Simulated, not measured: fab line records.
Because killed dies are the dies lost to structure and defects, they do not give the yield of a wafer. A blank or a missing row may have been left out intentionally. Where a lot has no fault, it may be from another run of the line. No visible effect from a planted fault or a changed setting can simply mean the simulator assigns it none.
fab line records ; flow n5-finfet
record lots=6; wafers=18; last-day=18
route steps=1938 shown BEOL_M4@1108 BEOL_M5@1112
lots with no fault: from the same line, run without faults
start-h: hours from the record's opening day to when the first of the lot's shown wafers began ; wait-h: hours elapsed since this lot's preceding step ; " identical to the entry in the row above ; L1.1+2: a row that stands for several wafers ; - either no value or no given start ; * or withheld: withheld ; < > ~ a bound
route shown NAME@n: NAME is a module with steps in the file, n the number in the route of the first one ; usual: mean/standard deviation of fault-free wafers ; same: alike in all rows ; chamber/n: place in a boat ; sites: per-site readings ; _std_site: the standard deviation of these ; _edge_site: inner sites' mean taken away from outer sites' mean ; radius-mm: for every site, how far away it sits from the centre of the wafer ; mask NAME#n: copy n ; behind: the most recent tool/chamber to have shaped the wafer ; hold: why the lot was held/for how many hours/how that ended ; device: the n, p or np transistor that did not switch ; end of line: the same wafers' tests at the end of the route ; step lacking rows: just its recipe ; killed: the dies lost at the first sort to structure and to defects; this is not the yield of the wafer ; map: per-die view of a wafer (x killed, . not killed, _ where there is no die)
set.NAME: setting as actually run; set.NAME@STEP: the setting as run at that earlier step ; model.NAME: the simulator's own value behind a step, which no gauge read
certain route steps with their lots: each step a table, each wafer a row
services: the hour from which a tool's chamber was out of use, counted from the record's first day as start-h (under 0 if before that day), plus the number of hours and why
## steps
# step N5_BEOL_M4_DEP_57
# recipe material=SiCN; target-thk-a=80; temp-c=withheld; precursor=3MS/NH3; pressure-torr=3; rf-w=202; time-s=14
# step N5_BEOL_M4_RS_MEAS_58
# recipe thk-meas-gauge=four-point-probe; reads=Co_of_BEOL_M4_CO_CAP_55+Cu_of_BEOL_M4_ECD_50+Co_of_BEOL_M4_CVD_47+TaN_of_BEOL_M4_ALD_84
# usual M4_RS=0.68/0.036
lot.wafer;tool;chamber;start-h;wait-h;M4_RS[ohm/sq]
L962.2;film-metro-01;-;179.60;0.1;0.69
L962.4;film-metro-01;-;179.60;0.1;0.69
L962.6;film-metro-01;-;179.60;0.1;0.70
L965.1;film-metro-01;-;200.33;0.0;0.73
L965.3;film-metro-01;-;200.33;0.0;0.63
L965.4;film-metro-01;-;200.33;0.0;0.68
L972.2;film-metro-01;-;246.92;0.1;0.73
L972.3;film-metro-01;-;246.92;0.1;0.66
L972.4;film-metro-01;-;246.92;0.1;0.69
L973.1;film-metro-01;-;253.49;0.0;0.65
L973.4;film-metro-01;-;253.49;0.0;0.68
L973.6;film-metro-01;-;253.49;0.0;0.72
L982.1;film-metro-02;-;322.81;0.1;0.64
L982.4;film-metro-02;-;322.81;0.1;0.60
L982.5;film-metro-02;-;322.81;0.1;0.71
L983.2;film-metro-01;-;339.80;0.1;0.75
L983.3;film-metro-01;-;339.80;0.1;0.74
L983.4;film-metro-01;-;339.80;0.1;0.71
# step N5_BEOL_M4_INSPECT_59
# recipe inspect-instrument=darkfield; mode=post-dep
# usual raw-defect-count=71/23
lot.wafer;tool;chamber;start-h;wait-h;raw-defect-count
L962.2;defect-inspect-01;-;179.62;0.0;77
L962.4;defect-inspect-01;-;179.62;0.0;95
L962.6;defect-inspect-01;-;179.62;0.0;61
L965.1;defect-inspect-02;-;200.35;0.0;79
L965.3;defect-inspect-02;-;200.35;0.0;93
L965.4;defect-inspect-02;-;200.35;0.0;63
L972.2;defect-inspect-01;-;246.95;0.0;107
L972.3;defect-inspect-01;-;246.95;0.0;41
L972.4;defect-inspect-01;-;246.95;0.0;69
L973.1;defect-inspect-01;-;253.52;0.0;45
L973.4;defect-inspect-01;-;253.52;0.0;39
L973.6;defect-inspect-01;-;253.52;0.0;51
L982.1;defect-inspect-01;-;322.83;0.0;65
L982.4;defect-inspect-01;-;322.83;0.0;44
L982.5;defect-inspect-01;-;322.83;0.0;33
L983.2;defect-inspect-02;-;339.82;0.0;178
L983.3;defect-inspect-02;-;339.82;0.0;110
L983.4;defect-inspect-02;-;339.82;0.0;127
# step N5_BEOL_M4_RC_MEAS_101
# usual DIBL_N=36.2/1.6; DIBL_P=36.1/2; IOFF_N=0.16/0.032; IOFF_P=0.22/0.036; ION_N=672/11; ION_P=463/7.5; SS_N=71.4/0.58; SS_P=73.2/0.67; VT_N=250/3.3; VT_P=-250/3.3
lot.wafer;tool;chamber;start-h;wait-h;DIBL_N[mV/V];DIBL_P[mV/V];IOFF_N[nA/um];IOFF_P[nA/um];ION_N[uA/um];ION_P[uA/um];SS_N[mV/dec];SS_P[mV/dec];VT_N[mV];VT_P[mV]
L962.2;prober-02;0;179.80;0.2;35.6;35.6;0.14;0.19;669;456;71.1;73.0;253;-252
L962.4;prober-02;0;179.80;0.2;38.6;39.1;0.19;0.26;690;477;71.7;74.3;246;-248
L962.6;prober-02;0;179.80;0.2;35.1;35.2;0.14;0.18;670;458;71.6;72.7;252;-250
L965.1;prober-01;0;200.38;0.0;40.1;39.0;0.25;0.27;700;474;72.1;73.9;242;-247
L965.3;prober-01;0;200.38;0.0;34.9;34.1;0.13;0.19;671;463;71.4;72.9;252;-253
L965.4;prober-01;0;200.38;0.0;34.5;33.0;0.13;0.18;664;456;71.1;72.2;251;-249
L972.2;prober-02;0;247.13;0.2;34.8;35.3;0.16;0.23;689;477;70.9;72.6;246;-245
L972.3;prober-02;0;247.13;0.2;37.3;37.4;0.20;0.27;690;472;71.5;74.3;248;-245
L972.4;prober-02;0;247.13;0.2;38.0;37.1;0.20;0.25;686;471;71.9;73.0;246;-246
L973.1;prober-02;0;253.54;0.0;35.8;37.1;0.16;0.21;677;466;71.4;73.5;250;-248
L973.4;prober-02;0;253.54;0.0;36.6;38.8;0.20;0.25;684;470;71.9;74.4;244;-250
L973.6;prober-02;0;253.54;0.0;35.6;36.5;0.16;0.21;676;459;71.0;73.3;249;-250
L982.1;prober-02;0;322.86;0.0;35.0;35.9;0.14;0.18;678;465;70.4;72.6;252;-251
L982.4;prober-02;0;322.86;0.0;35.1;36.2;0.13;0.18;679;464;71.2;72.8;251;-252
L982.5;prober-02;0;322.86;0.0;36.3;37.7;0.16;0.21;677;467;71.5;72.8;250;-253
L983.2;prober-02;0;340.00;0.2;36.9;38.3;0.17;0.23;675;469;71.6;73.0;249;-251
L983.3;prober-02;0;340.00;0.2;34.1;34.9;0.12;0.19;668;464;71.0;72.4;254;-252
L983.4;prober-02;0;340.00;0.2;34.5;35.5;0.14;0.19;671;463;71.1;72.4;250;-250
# step N5_BEOL_M5_ILD_DEP_00
# recipe material=SiCOH_lowk; target-thk-a=1406.4; temp-c=300; precursor=DEMS/porogen; pressure-torr=5; rf-w=500; time-s=25.9
# usual heater-power-w=323/35; showerhead-plenum-p-Torr=5.746/0.015; throttle-valve-pct=14.0/0.89
lot.wafer;tool;chamber;start-h;wait-h;heater-power-w;showerhead-plenum-p-Torr;since-wet-clean-h;throttle-valve-pct
L962.2;pecvd-02;2;180.61;0.7;333;5.757;312;14.3
L962.4;pecvd-02;0;180.61;0.7;311;5.734;-;15.2
L962.6;pecvd-02;0;180.61;0.7;313;5.729;-;15.0
L965.1;pecvd-02;2;201.34;0.8;297;5.753;332;13.9
L965.3;pecvd-02;1;201.34;0.8;373;5.755;1811;14.1
L965.4;pecvd-02;1;201.34;0.8;304;5.750;-;14.1
L972.2;pecvd-03;2;247.94;0.7;364;5.739;560;13.3
L972.3;pecvd-03;1;247.94;0.7;286;5.778;2039;14.8
L972.4;pecvd-03;0;247.94;0.7;326;5.742;-;13.4
L973.1;pecvd-03;0;254.50;0.8;329;5.757;1321;13.3
L973.4;pecvd-03;2;254.50;0.8;367;5.720;-;13.4
L973.6;pecvd-03;0;254.50;0.8;331;5.758;-;13.3
L982.1;pecvd-02;2;323.82;0.8;303;5.761;455;14.3
L982.4;pecvd-02;1;323.82;0.8;291;5.763;-;14.1
L982.5;pecvd-02;2;323.82;0.8;309;5.761;-;14.6
L983.2;pecvd-03;2;340.82;0.7;318;5.747;653;13.7
L983.3;pecvd-03;1;340.82;0.7;229;5.759;2132;14.9
L983.4;pecvd-03;1;340.82;0.7;232;5.764;-;14.8
# step N5_BEOL_M5_CURE_79
# recipe temp-c=385; time-s=240; ambient=He/Ar; material=SiCOH_lowk
# usual lamp-power-pct=52.31/0.052; wafer_temp_C_max=386.8/0.6
lot.wafer;tool;chamber;start-h;wait-h;lamp-power-pct;wafer_temp_C_max
L962.2;uv-cure-02;2;180.77;0.1;52.32;386.3
L962.4;uv-cure-02;2;180.77;0.1;52.25;386.5
L962.6;uv-cure-02;2;180.77;0.1;52.34;385.9
L965.1;uv-cure-01;0;201.40;0.0;52.35;387.1
L965.3;uv-cure-01;0;201.40;0.0;52.29;387.3
L965.4;uv-cure-01;0;201.40;0.0;52.36;387.4
L972.2;uv-cure-02;2;248.29;0.3;52.36;387.4
L972.3;uv-cure-02;2;248.29;0.3;52.33;387.0
L972.4;uv-cure-02;2;248.29;0.3;52.39;386.6
L973.1;uv-cure-03;0;254.56;0.0;52.40;386.5
L973.4;uv-cure-03;0;254.56;0.0;52.37;386.7
L973.6;uv-cure-03;0;254.56;0.0;52.35;387.3
L982.1;uv-cure-01;2;323.90;0.1;52.29;386.7
L982.4;uv-cure-01;2;323.90;0.1;52.29;386.3
L982.5;uv-cure-01;2;323.90;0.1;52.30;386.4
L983.2;uv-cure-01;2;340.96;0.1;52.31;386.0
L983.3;uv-cure-01;2;340.96;0.1;52.30;386.1
L983.4;uv-cure-01;2;340.96;0.1;52.35;386.2
# step N5_BEOL_M5_THK_MEAS_01
# recipe reads=SiCOH_lowk_of_BEOL_M5_ILD_DEP_00
# usual M5_ILD_THK=121.0/1.7
lot.wafer;tool;chamber;start-h;wait-h;M5_ILD_THK[nm]
L962.2;film-metro-01;-;181.20;0.4;119.4
L962.4;film-metro-01;-;181.20;0.4;124.2
L962.6;film-metro-01;-;181.20;0.4;124.1
L965.1;film-metro-02;-;201.91;0.4;118.7
L965.3;film-metro-02;-;201.91;0.4;117.7
L965.4;film-metro-02;-;201.91;0.4;119.5
L972.2;film-metro-02;-;248.72;0.4;120.2
L972.3;film-metro-02;-;248.72;0.4;121.8
L972.4;film-metro-02;-;248.72;0.4;121.9
L973.1;film-metro-02;-;255.56;0.8;119.6
L973.4;film-metro-02;-;255.56;0.8;122.3
L973.6;film-metro-02;-;255.56;0.8;122.2
L982.1;film-metro-01;-;324.41;0.4;118.2
L982.4;film-metro-01;-;324.41;0.4;122.5
L982.5;film-metro-01;-;324.41;0.4;120.0
L983.2;film-metro-02;-;341.39;0.4;121.1
L983.3;film-metro-02;-;341.39;0.4;121.3
L983.4;film-metro-02;-;341.39;0.4;123.9
# step N5_BEOL_M5_PECVD_70
# recipe material=SiO2; target-thk-a=160; temp-c=400; precursor=TEOS/O2; pressure-torr=5.5; rf-w=450; teos-flow-sccm=53.8; gas=O2; flow-sccm=3000; time-s=18
# usual heater-power-w=732/68; showerhead-plenum-p-Torr=8.81/0.059; throttle-valve-pct=22.1/1.6
lot.wafer;tool;chamber;start-h;wait-h;heater-power-w;showerhead-plenum-p-Torr;since-wet-clean-h;throttle-valve-pct
L962.2;pecvd-02;0;181.24;0.0;690;8.71;1066;24.6
L962.4;pecvd-02;0;181.24;0.0;688;8.73;-;24.7
L962.6;pecvd-02;0;181.24;0.0;685;8.73;-;24.8
L965.1;pecvd-03;1;201.95;0.0;625;8.92;1993;23.9
L965.3;pecvd-03;2;201.95;0.0;831;8.78;514;21.4
L965.4;pecvd-03;2;201.95;0.0;815;8.76;-;21.3
L972.2;pecvd-02;2;248.76;0.0;714;8.84;380;23.1
L972.3;pecvd-02;1;248.76;0.0;748;8.85;1859;22.4
L972.4;pecvd-02;2;248.76;0.0;702;8.86;-;22.7
L973.1;pecvd-01;0;255.59;0.0;778;8.87;778;23.6
L973.4;pecvd-01;1;255.59;0.0;826;8.73;-;21.2
L973.6;pecvd-01;0;255.59;0.0;775;8.85;-;23.9
L982.1;pecvd-03;1;324.45;0.0;627;8.88;2116;24.0
L982.4;pecvd-03;0;324.45;0.0;760;8.83;-;21.8
L982.5;pecvd-03;1;324.45;0.0;630;8.92;-;23.9
L983.2;pecvd-01;2;341.43;0.0;710;8.81;110;19.3
L983.3;pecvd-01;2;341.43;0.0;715;8.83;-;19.1
L983.4;pecvd-01;1;341.43;0.0;783;8.74;-;21.3
# step N5_BEOL_M5_HM_DEP_02
# recipe material=TiN; target-thk-a=200; temp-c=25; chamber-pressure-pa=0.49996
# usual throttle-valve-pct=30.1/0.99
lot.wafer;tool;chamber;start-h;wait-h;throttle-valve-pct
L962.2;pvd-sputter-01;-;181.31;0.1;30.9
L962.4;pvd-sputter-01;-;181.31;0.1;31.7
L962.6;pvd-sputter-01;-;181.31;0.1;30.6
L965.1;pvd-sputter-02;-;202.81;0.8;29.2
L965.3;pvd-sputter-02;-;202.81;0.8;28.7
L965.4;pvd-sputter-02;-;202.81;0.8;29.4
L972.2;pvd-sputter-02;-;249.40;0.6;28.7
L972.3;pvd-sputter-02;-;249.40;0.6;29.3
L972.4;pvd-sputter-02;-;249.40;0.6;29.8
L973.1;pvd-sputter-03;-;257.29;1.7;29.6
L973.4;pvd-sputter-03;-;257.29;1.7;32.0
L973.6;pvd-sputter-03;-;257.29;1.7;29.4
L982.1;pvd-sputter-01;-;325.35;0.9;30.7
L982.4;pvd-sputter-01;-;325.35;0.9;30.9
L982.5;pvd-sputter-01;-;325.35;0.9;31.7
L983.2;pvd-sputter-03;-;342.04;0.6;32.1
L983.3;pvd-sputter-03;-;342.04;0.6;29.3
L983.4;pvd-sputter-03;-;342.04;0.6;29.3
# step N5_BEOL_M5_COAT_59
# recipe resist=SOC; temp-c=250; time-s=60; spin-rpm=1500; resist-thk-nm=60
# step N5_BEOL_M5_COAT_60
# recipe resist=SiARC; temp-c=220; time-s=60; spin-rpm=1500; resist-thk-nm=12
# step N5_BEOL_M5_COAT_71
# recipe resist=underlayer; temp-c=205; time-s=60; spin-rpm=1500; resist-thk-nm=5
# step N5_BEOL_M5_COAT_05
# recipe resist=CAR-EUV; spin-rpm=1500; resist-thk-nm=30
# usual exhaust-pa=45.0/0.88; spin-speed-rpm=1499.9/0.95
lot.wafer;tool;chamber;start-h;wait-h;exhaust-pa;spin-speed-rpm;model.CAR-EUV_of_BEOL_M5_COAT_05.thk-nm
L962.2;litho-track-04;0;181.45;-;44.8;1500.8;30
L962.4;litho-track-04;0;181.45;-;44.4;1498.3;30.2
L962.6;litho-track-04;0;181.45;-;44.9;1500.1;30
L965.1;litho-track-05;0;202.94;-;45.2;1500.7;30
L965.3;litho-track-05;0;202.94;-;43.3;1500.2;30
L965.4;litho-track-05;0;202.94;-;45.0;1498.3;29.8
L972.2;litho-track-05;0;249.54;-;44.8;1590.1;29.2
L972.3;litho-track-05;0;249.54;-;45.8;1590.1;29
L972.4;litho-track-05;0;249.54;-;44.4;1592.0;29.2
L973.1;litho-track-05;0;257.42;-;45.1;1588.4;29.2
L973.4;litho-track-05;0;257.42;-;45.6;1590.0;29.2
L973.6;litho-track-05;0;257.42;-;46.2;1589.8;29.2
L982.1;litho-track-04;0;325.48;-;45.8;1499.3;29.8
L982.4;litho-track-04;0;325.48;-;46.0;1500.2;30
L982.5;litho-track-04;0;325.48;-;45.4;1500.6;30
L983.2;litho-track-04;0;342.18;-;45.7;1501.6;30
L983.3;litho-track-04;0;342.18;-;45.5;1498.6;30
L983.4;litho-track-04;0;342.18;-;45.9;1500.3;30
# step N5_BEOL_M5_EBR_07
# recipe solvent=PGMEA; ebr-width-mm=1.5
# step N5_BEOL_M5_SOFTBAKE_06
# recipe temp-c=110; time-s=60; resist=CAR-EUV
# step N5_BEOL_M5_EXPOSE_08
# recipe mask-id=M5; na=0.33; source-shape=annular; sigma-inner=0.4; sigma-outer=0.8; polarization=unpolarized; target-cd-nm=28; dose-mj=35.75
# step N5_BEOL_M5_PEB_09
# recipe peb-temp-c=100; peb-time-s=60; resist=CAR-EUV
# step N5_BEOL_M5_DEVELOP_10
# recipe develop-time-s=30; developer=TMAH; resist=CAR-EUV; rinse-liquid=surfactant-rinse; dry=air-spin; dev-temp-c=23
# step N5_BEOL_M5_CD_MEAS_11
# recipe target-cd-nm=27.74; landing-energy-ev=500; detector=se-inlens
# usual cd-nm=27.93/0.25
lot.wafer;tool;chamber;start-h;wait-h;cd-nm
L962.2;cd-sem-03;0;181.71;-;27.87
L962.4;cd-sem-03;0;181.71;-;27.64
L962.6;cd-sem-03;0;181.71;-;27.75
L965.1;cd-sem-02;0;203.32;-;27.90
L965.3;cd-sem-02;0;203.32;-;27.80
L965.4;cd-sem-02;0;203.32;-;28.43
L972.2;cd-sem-03;0;249.79;-;28.19
L972.3;cd-sem-03;0;249.79;-;28.23
L972.4;cd-sem-03;0;249.79;-;28.16
L973.1;cd-sem-03;0;257.68;-;27.84
L973.4;cd-sem-03;0;257.68;-;28.23
L973.6;cd-sem-03;0;257.68;-;27.97
L982.1;cd-sem-03;0;325.74;-;28.02
L982.4;cd-sem-03;0;325.74;-;28.11
L982.5;cd-sem-03;0;325.74;-;27.88
L983.2;cd-sem-02;0;342.44;-;28.31
L983.3;cd-sem-02;0;342.44;-;28.08
L983.4;cd-sem-02;0;342.44;-;27.82
# step N5_BEOL_M5_OVL_MEAS_12
# recipe points-per-wafer=522
# usual M5_OVL=0.3/0.81
lot.wafer;tool;chamber;start-h;wait-h;M5_OVL[nm]
L962.2;overlay-01;0;181.74;0.0;-0.1
L962.4;overlay-01;0;181.74;0.0;1.0
L962.6;overlay-01;0;181.74;0.0;0.5
L965.1;overlay-02;0;203.35;0.0;0.4
L965.3;overlay-02;0;203.35;0.0;1.2
L965.4;overlay-02;0;203.35;0.0;-0.7
L972.2;overlay-01;0;249.83;0.0;1.1
L972.3;overlay-01;0;249.83;0.0;-0.1
L972.4;overlay-01;0;249.83;0.0;1.1
L973.1;overlay-01;0;257.71;0.0;1.5
L973.4;overlay-01;0;257.71;0.0;-0.3
L973.6;overlay-01;0;257.71;0.0;1.3
L982.1;overlay-02;0;325.77;0.0;1.4
L982.4;overlay-02;0;325.77;0.0;0.4
L982.5;overlay-02;0;325.77;0.0;1.9
L983.2;overlay-01;0;342.48;0.0;1.1
L983.3;overlay-01;0;342.48;0.0;0.2
L983.4;overlay-01;0;342.48;0.0;2.2
# step N5_BEOL_M5_INSPECT_13
# recipe mode=adi; inspect-instrument=brightfield
# usual raw-defect-count=405/77
lot.wafer;tool;chamber;start-h;wait-h;raw-defect-count
L962.2;defect-inspect-02;-;181.79;0.0;469
L962.4;defect-inspect-02;-;181.79;0.0;339
L962.6;defect-inspect-02;-;181.79;0.0;315
L965.1;defect-inspect-02;-;203.41;0.1;394
L965.3;defect-inspect-02;-;203.41;0.1;339
L965.4;defect-inspect-02;-;203.41;0.1;406
L972.2;defect-inspect-02;-;249.88;0.0;437
L972.3;defect-inspect-02;-;249.88;0.0;334
L972.4;defect-inspect-02;-;249.88;0.0;323
L973.1;defect-inspect-02;-;257.77;0.1;315
L973.4;defect-inspect-02;-;257.77;0.1;300
L973.6;defect-inspect-02;-;257.77;0.1;315
L982.1;defect-inspect-02;-;325.83;0.1;407
L982.4;defect-inspect-02;-;325.83;0.1;327
L982.5;defect-inspect-02;-;325.83;0.1;423
L983.2;defect-inspect-01;-;342.53;0.0;497
L983.3;defect-inspect-01;-;342.53;0.0;411
L983.4;defect-inspect-01;-;342.53;0.0;443
# step N5_BEOL_M5_DESCUM_16
# recipe chemistry=O2; time-s=7; source-power-w=50; bias-power-w=20; pressure-mtorr=20; rf-frequency-hz=2.712e+07; temp-c=40; resist=CAR-EUV; o2-flow-sccm=225
# usual bias-power-w=20.00/0.06; drypump-motor-current-A=5.6/0.47; oes-product-au=0.77/0.09; rf-vpp-V=243.2/1.3; showerhead-plenum-p-Torr=2.10/0.059; throttle-valve-pct=20.54/0.23
lot.wafer;tool;chamber;start-h;wait-h;bias-power-w;drypump-motor-current-A;oes-product-au;rf-hours-counter-h;rf-vpp-V;showerhead-plenum-p-Torr;throttle-valve-pct;model.CAR-EUV_of_BEOL_M5_COAT_05.thk-nm
L962.2;rie-diel-04;0;181.84;0.0;19.99;6.2;0.73;187;242.9;2.08;20.50;26
L962.4;rie-diel-04;2;181.84;0.0;20.08;6.5;0.69;234;240.3;1.98;20.41;26.2
L962.6;rie-diel-04;1;181.84;0.0;19.98;5.5;0.79;-;243.3;2.11;20.77;26.2
L965.1;rie-diel-04;2;203.44;0.0;19.99;6.5;0.69;240;242.5;1.98;20.43;26
L965.3;rie-diel-04;3;203.44;0.0;19.91;4.9;0.68;242;244.5;2.07;20.70;26
L965.4;rie-diel-04;1;203.44;0.0;20.03;5.5;0.78;118;241.8;2.11;20.75;26
L972.2;rie-diel-03;2;249.92;0.0;20.03;5.1;0.94;13;244.0;2.14;20.08;25.2
L972.3;rie-diel-03;3;249.92;0.0;19.99;5.6;0.74;180;245.8;2.18;20.84;25.2
L972.4;rie-diel-03;0;249.92;0.0;20.01;5.5;0.84;77;241.8;2.04;20.48;25.2
L973.1;rie-diel-03;3;257.80;0.0;20.07;5.6;0.75;183;246.9;2.18;20.83;25.2
L973.4;rie-diel-03;0;257.80;0.0;19.99;5.4;0.85;80;242.0;2.04;20.49;25.4
L973.6;rie-diel-03;0;257.80;0.0;20.06;5.4;0.85;-;241.7;2.04;20.49;25.4
L982.1;rie-diel-04;1;325.86;0.0;20.09;5.6;0.73;159;242.9;2.09;20.82;26
L982.4;rie-diel-04;1;325.86;0.0;20.07;5.6;0.74;-;242.2;2.09;20.83;26
L982.5;rie-diel-04;2;325.86;0.0;20.09;6.5;0.91;-;245.5;2.23;20.00;26
L983.2;rie-diel-04;0;342.56;0.0;20.06;6.2;0.69;240;242.6;2.07;20.56;26
L983.3;rie-diel-04;2;342.56;0.0;20.03;6.5;0.91;26;245.5;2.23;20.03;26
L983.4;rie-diel-04;3;342.56;0.0;19.99;5.0;0.92;21;243.4;2.06;20.40;26
# step N5_BEOL_M5_ETCH_72
# recipe chemistry=N2/H2; target=underlayer; target-depth-a=65; mask-material=CAR-EUV; time-s=5.2; ion-energy-ev=200; pressure-mtorr=30; source-w=840; bias-w=150; n2-flow-sccm=200; h2-flow-sccm=200; ends=cleared
# usual drypump-motor-current-A=5.6/0.47; etch-rf-on-time-s=5.20/0.16; oes-product-au=0.66/0.075; rf-vpp-V=523.9/2.4; showerhead-plenum-p-Torr=2.54/0.069; throttle-valve-pct=17.91/0.23
lot.wafer;tool;chamber;start-h;wait-h;drypump-motor-current-A;etch-rf-on-time-s;oes-product-au;rf-hours-counter-h;rf-vpp-V;showerhead-plenum-p-Torr;throttle-valve-pct
L962.2;rie-diel-04;0;181.87;0.0;6.1;4.97;0.64;187;522.7;2.54;18.05
L962.4;rie-diel-04;2;181.87;0.0;6.6;5.02;0.59;234;518.6;2.41;18.00
L962.6;rie-diel-04;1;181.87;0.0;5.5;5.31;0.67;-;521.8;2.55;18.11
L965.1;rie-diel-04;2;203.48;0.0;6.5;5.02;0.60;240;520.3;2.41;18.02
L965.3;rie-diel-04;3;203.48;0.0;5.0;5.21;0.58;242;523.0;2.48;17.87
L965.4;rie-diel-04;1;203.48;0.0;5.5;5.24;0.65;118;523.5;2.55;18.09
L972.2;rie-diel-03;2;249.95;0.0;5.1;5.04;0.80;13;526.6;2.59;17.40
L972.3;rie-diel-03;3;249.95;0.0;5.6;4.95;0.64;180;527.1;2.63;18.11
L972.4;rie-diel-03;0;249.95;0.0;5.4;5.14;0.71;77;523.0;2.47;17.90
L973.1;rie-diel-03;3;257.84;0.0;5.6;5.01;0.64;183;527.9;2.63;18.11
L973.4;rie-diel-03;0;257.84;0.0;5.5;5.28;0.70;80;523.5;2.47;17.88
L973.6;rie-diel-03;0;257.84;0.0;5.5;5.29;0.70;-;519.5;2.47;17.88
L982.1;rie-diel-04;1;325.90;0.0;5.6;5.27;0.64;159;522.6;2.53;18.19
L982.4;rie-diel-04;1;325.90;0.0;5.6;5.29;0.63;-;523.5;2.53;18.19
L982.5;rie-diel-04;2;325.90;0.0;6.6;5.07;0.79;-;528.9;2.71;17.58
L983.2;rie-diel-04;0;342.60;0.0;6.1;4.98;0.61;240;524.4;2.51;18.12
L983.3;rie-diel-04;2;342.60;0.0;6.5;5.07;0.77;26;527.4;2.71;17.59
L983.4;rie-diel-04;3;342.60;0.0;5.0;5.10;0.78;21;521.8;2.47;17.51
## services
tool;chamber;start-h;hours;kind
uv-cure-02;-;157.26;1.0;pm
pvd-sputter-02;-;157.68;14.3;repair
uv-cure-02;-;160.76;13.8;repair
rie-diel-04;3;164.80;1.4;repair
pecvd-01;-;167.41;28.1;pm
uv-cure-02;-;181.18;1.8;repair
uv-cure-01;-;182.23;10.5;repair
uv-cure-03;-;187.80;2.1;repair
pecvd-02;-;193.63;1.1;repair
rie-diel-03;1;194.09;2.4;repair
pecvd-03;-;200.41;0.4;repair
pvd-sputter-02;-;207.32;1.6;repair
pecvd-03;0;214.70;6.0;repair
uv-cure-03;-;220.92;7.5;pm
pecvd-02;2;227.03;2.5;repair
rie-diel-03;1;238.76;4.5;repair
uv-cure-01;-;267.92;2.1;pm
pecvd-01;0;272.18;70.1;repair
rie-diel-04;3;285.00;27.2;repair
uv-cure-01;-;307.00;3.4;pm
pecvd-03;-;309.27;0.5;repair
uv-cure-03;-;311.58;2.1;pm
rie-diel-04;0;322.48;6.7;repair
pecvd-02;-;326.81;1.8;repair
## key
first-sign step=N5_BEOL_M5_COAT_05; reading=spin-speed-rpm; direction=up; sigmas=95; usual=*; struck=*
effect none on later readings
model-effect step=N5_BEOL_M5_COAT_05; value=CAR-EUV_of_BEOL_M5_COAT_05.thk-nm; without=30.03; struck=29.17
model-effect step=N5_BEOL_M5_DESCUM_16; value=CAR-EUV_of_BEOL_M5_COAT_05.thk-nm; without=26.1; struck=25.27
met-at N5_BEOL_M5_COAT_05
struck-wafers L972.2,L972.3,L972.4,L973.1,L973.4,L973.6
onset-between 202.94 249.54
fault kind=process-parameter-drift; tool=litho-track-05; chamber=-; onset-h=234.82; steps=N5_BEOL_M5_COAT_05; channel=spin-rpm; offset=*; shape=step; end-h=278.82; acts-in=*; stated=*
